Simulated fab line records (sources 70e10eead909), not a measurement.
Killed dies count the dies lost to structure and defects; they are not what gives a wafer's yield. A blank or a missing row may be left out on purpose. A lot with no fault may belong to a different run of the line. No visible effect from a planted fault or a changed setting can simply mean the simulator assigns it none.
The tool behind it: which one? + flow nand_harc + 12 lots, 36 wafers sampled, at 3 steps of a route of 1302

== WHAT EACH GAUGE READ, for each wafer ==
NHARC_A_CONTACT_CD_MEAS_08: target cd 200 nm.
| lot  | measured     | on        | cd_nm (nm)        |
|------|--------------|-----------|-------------------|
| L075 | day 22 21:05 | cd_sem-03 | 199.9 199.5 200.4 |
| L078 | day 23 14:41 | cd_sem-02 | 200.2 200.5 199.9 |
| L080 | day 24 18:45 | cd_sem-03 | 199.6 199.5 199.0 |
| L081 | day 25 09:31 | cd_sem-03 | 201.0 201.7 201.4 |
| L083 | day 25 19:35 | cd_sem-02 | 201.3 201.3 202.0 |
| L085 | day 26 17:32 | cd_sem-02 | 199.9 199.6 198.9 |
| L087 | day 27 05:23 | cd_sem-01 | 200.3 200.1 200.7 |
| L089 | day 28 02:50 | cd_sem-01 | 201.0 199.7 201.0 |
| L091 | day 29 02:25 | cd_sem-03 | 201.0 200.9 200.4 |
| L093 | day 30 04:58 | cd_sem-03 | 199.8 200.5 200.3 |
| L095 | day 31 01:14 | cd_sem-01 | 199.4 199.8 200.0 |
| L097 | day 31 16:44 | cd_sem-01 | 200.0 199.7 199.8 |

== TOOL THAT RAN EACH LOT (tool first, then ch and the chambers of the sampled wafers, then the start) ==
| lot  | NHARC_A_CONTACT_ETCH_132             | NHARC_A_CONTACT_ETCH_97                       |
|------|--------------------------------------|-----------------------------------------------|
| L075 | har_cap_etch-02 ch 0,1, day 22 14:04 | rie_diel-10 ch 0,3, day 22 21:05 or earlier   |
| L078 | har_cap_etch-03 ch 0,1, day 23 10:08 | rie_diel-01 ch 0,1,3, day 23 14:41 or earlier |
| L080 | har_cap_etch-03 ch 0,1, day 24 11:01 | rie_diel-10 ch 1,2,3, day 24 18:45 or earlier |
| L081 | har_cap_etch-03 ch 1, day 25 03:35   | rie_diel-05 ch 0,1,2, day 25 09:31 or earlier |
| L083 | har_cap_etch-03 ch 0,1, day 25 12:28 | rie_diel-01 ch 2,3, day 25 19:35 or earlier   |
| L085 | har_cap_etch-01 ch 0,1, day 26 08:56 | rie_diel-05 ch 0,1,2, day 26 17:32 or earlier |
| L087 | har_cap_etch-03 ch 0,1, day 26 23:53 | rie_diel-10 ch 0,1, day 27 01:02              |
| L089 | har_cap_etch-02 ch 0,1, day 27 21:09 | rie_diel-05 ch 0,2,3, day 28 02:50 or earlier |
| L091 | har_cap_etch-02 ch 0,1, day 28 19:00 | rie_diel-05 ch 0,2,3, day 29 02:25 or earlier |
| L093 | har_cap_etch-02 ch 0,1, day 30 00:16 | rie_diel-05 ch 0,2, day 30 04:58 or earlier   |
| L095 | har_cap_etch-03 ch 0,1, day 30 18:51 | rie_diel-05 ch 0,2,3, day 31 01:14 or earlier |
| L097 | har_cap_etch-02 ch 0,1, day 31 11:04 | rie_diel-05 ch 0,1,2, day 31 16:44 or earlier |
- NHARC_A_CONTACT_ETCH_132: etches the open film in C4F8/O2/Ar, time 197 s, target depth 1924 nm.
- NHARC_A_CONTACT_ETCH_97: etches the open film in C4F6/O2, target depth 20 nm, time 10 s.

== THE ANSWER, worked out from the rows above alone ==
Rule: the lots themselves supply what counts as usual. The widest of any qualifying gaps counts: lots, ordered by their means at a reading, are off when they make up no more than a third of the lots, leave a main group of 4 or more, and stand apart from it by 3 or more times the standard deviation of that group's means. If all means in a main group match to the digits the tables above print for the reading, that group is not used. A lot without any number at a reading at which 4 lots or more have one is off too. The other lots that the step has rows for count as sound.
None of the lots is off at any reading shown; this tells nothing.

== WHAT HAD BEEN PUT IN BY THE SIMULATOR ==
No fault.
